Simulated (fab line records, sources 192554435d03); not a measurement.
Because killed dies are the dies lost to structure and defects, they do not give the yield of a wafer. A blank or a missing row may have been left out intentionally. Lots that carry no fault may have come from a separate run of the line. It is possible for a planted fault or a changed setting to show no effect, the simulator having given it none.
Split-lot study | flow n5Finfet | 7 lots, 21 wafers read, on a route of 1938 steps

SPLIT DETAILS
At N5_HKMG_FIN_ETCH_58 (etches SOC in N2/H2, target depth 215.8 nm, time 741 s), the setting biasW was moved away from the recipe's 13 W on 8 of the 21 wafers read, by -7.8% to +11.8%. All remaining wafers had this setting at the recipe value.

The split's own step is where the reading is taken.

THE READING
rfVppV, in V, at N5_HKMG_FIN_ETCH_58 (etches SOC in N2/H2, target depth 215.8 nm, time 741 s). Fault-free wafers of this fab line usually give 99.3 V, standard deviation 0.89 V.

wafer  | tool, chamber at the split | biasW as run, W | against the recipe | rfVppV, V | against lot-mates on the recipe
L077.2 | rieDiel-06, 0              | 14.53           | +11.8%             | 107.7     | +7.9
L077.3 | rieDiel-06, 3              | 13              | recipe             | 99.8      | -
L077.4 | rieDiel-06, 2              | 14.53           | +11.8%             | 107.3     | +7.5
L084.1 | rieDiel-01, 3              | 11.98           | -7.8%              | 93.9      | -5.4
L084.2 | rieDiel-01, 2              | 11.98           | -7.8%              | 93.0      | -6.3
L084.4 | rieDiel-01, 1              | 13              | recipe             | 99.3      | -
L086.2 | rieDiel-03, 2              | 12.25           | -5.8%              | 96.1      | no lot-mate on the recipe
L086.4 | rieDiel-03, 1              | 12.25           | -5.8%              | 95.3      | no lot-mate on the recipe
L086.6 | rieDiel-03, 2              | 12.25           | -5.8%              | 95.7      | no lot-mate on the recipe
L087.1 | rieDiel-01, 1              | 13              | recipe             | 97.5      | -
L087.2 | rieDiel-01, 0              | 13              | recipe             | 99.9      | -
L087.6 | rieDiel-01, 3              | 13              | recipe             | 98.7      | -
L093.4 | rieDiel-01, 2              | 13              | recipe             | 98.9      | -
L093.5 | rieDiel-01, 3              | 13              | recipe             | 99.8      | -
L093.6 | rieDiel-01, 1              | 13              | recipe             | 99.9      | -
L096.2 | rieDiel-06, 1              | 13              | recipe             | 99.7      | -
L096.4 | rieDiel-06, 1              | 13              | recipe             | 101.4     | -
L096.6 | rieDiel-06, 3              | 13              | recipe             | 99.2      | -
L097.1 | rieDiel-01, 0              | 13              | recipe             | 99.4      | -
L097.3 | rieDiel-01, 1              | 13              | recipe             | 100.3     | -
L097.4 | rieDiel-01, 2              | 12.36           | -4.9%              | 95.6      | -4.2

THE FIT
A straight line over all 21 wafers: rfVppV changes by +0.701 V for each +1% of biasW; r = +0.98; the points scatter about the line by 0.79 V.
The same after taking each lot's own level away (the mean of its wafers on the recipe; 18 wafers): +0.694 V for each +1%; r = +0.98; scatter 0.71 V.
The reading moves by 8.2 V for the largest change in biasW, on that fit.
The lots' own levels span 98.70 to 100.10 V, that is 1.6 times the standard deviation above.
Consequently the slope shifts little with the lot-to-lot level, the two slopes agreeing.
Check: for one of the wafers moved furthest among these (+11.8%), held out of the fit, the line's prediction against its lot-mates is +8.09 V. It came out at +7.9 V against them.
Tool readings at the split's step, against how far the setting was moved: rfVppV r = +0.98.

FURTHER SPLITS ON THESE WAFERS
Other splits were also applied to these wafers ahead of the reading. Each is held against what the fit with the lots' levels taken away leaves over:
other split on the same wafers | wafers away from the commonest value | r with rfVppV (lot level and that fit taken away)
N5_SD_EPI_P_COAT_34 spinRpm    | 5                                    | +0.43
N5_SDB_COAT_05 spinRpm         | 6                                    | -0.57

THE FILE'S OWN FIT
rfVppV changes by +0.708 V for each +1% of biasW, r = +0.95.
